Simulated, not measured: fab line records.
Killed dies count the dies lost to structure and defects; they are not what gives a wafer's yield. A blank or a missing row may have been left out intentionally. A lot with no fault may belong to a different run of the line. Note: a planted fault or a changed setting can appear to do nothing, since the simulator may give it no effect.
Matching of chambers | flow nand harc | 3 sister chambers for NHARC_P_M2_PRE_CLEAN_32 on pecvd-04
The step time 12 s. 18 wafers are shown with their chamber, then 9 later ones without.

== WAFERS PAIRED WITH THEIR CHAMBERS ==
wafer  | chamber | heater power outer w (W) | heater power w (W) | rf fwd power W (W)
L075.2 | 0       | 321                      | 563                | 293.4
L075.4 | 0       | 328                      | 567                | 293.1
L075.6 | 2       | 477                      | 756                | 292.4
L077.1 | 1       | 340                      | 597                | 292.7
L077.5 | 1       | 338                      | 615                | 292.1
L077.6 | 2       | 455                      | 738                | 293.6
L080.4 | 2       | 420                      | 687                | 291.7
L080.5 | 0       | 314                      | 548                | 293.8
L080.6 | 1       | 361                      | 608                | 291.8
L084.1 | 2       | 427                      | 672                | 292.0
L084.5 | 1       | 351                      | 588                | 292.7
L084.6 | 2       | 425                      | 704                | 292.9
L085.2 | 2       | 388                      | 642                | 291.5
L085.3 | 0       | 361                      | 616                | 293.2
L085.6 | 0       | 357                      | 618                | 293.9
L087.1 | 1       | 347                      | 623                | 293.3
L087.5 | 0       | 303                      | 526                | 293.3
L087.6 | 1       | 349                      | 605                | 293.7

SIGNATURES (means of the wafers above)
reading              | chamber 0 | chamber 1 | chamber 2 | scatter within a chamber
heater power outer w | 330.67    | 347.67    | 432.00    | 22.8
heater power w       | 573.00    | 606.00    | 699.83    | 33.2
rf fwd power W       | 293.450   | 292.717   | 292.350   | 0.643
Rule: for each reading, subtract the chamber's mean from the wafer's reading, divide by that reading's scatter and square the result; add these up over the readings and take the root, which gives the wafer's distance from the chamber. If the next closest chamber is less than 2 further off than the closest, the wafer can't be placed; otherwise it belongs to the closest. The scatter is the square root of a quotient: the sum, over the shown wafers, of each reading's squared deviation from its chamber's mean, divided by wafers minus chambers.

== WAFERS MISSING THEIR CHAMBER ==
wafer  | heater power outer w (W) | heater power w (W) | rf fwd power W (W)
L086.1 | 354                      | 620                | 293.2
L086.3 | 355                      | 613                | 291.7
L086.5 | 375                      | 606                | 291.4
L093.2 | 374                      | 627                | 291.9
L093.4 | 338                      | 580                | 293.0
L093.6 | 439                      | 701                | 293.3
L096.2 | 353                      | 613                | 292.0
L096.3 | 338                      | 587                | 293.4
L096.5 | 336                      | 587                | 291.5

== WHICH CHAMBER EACH ONE RAN IN ==
wafer  | from the rows above          | in truth
L086.1 | can't be placed: 1 or 0      | 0
L086.3 | can't be placed: 1 or 0      | 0
L086.5 | can't be placed: 1 or 0 or 2 | 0
L093.2 | can't be placed: 1 or 2 or 0 | 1
L093.4 | can't be placed: 0 or 1      | 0
L093.6 | 2                            | 2
L096.2 | can't be placed: 1 or 0      | 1
L096.3 | can't be placed: 0 or 1      | 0
L096.5 | can't be placed: 1 or 0      | 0
Correctly placed: 1 of 9. Cannot be placed on the basis of these rows: 8; the candidates contain the true chamber in 8. Wrongly placed: 0.
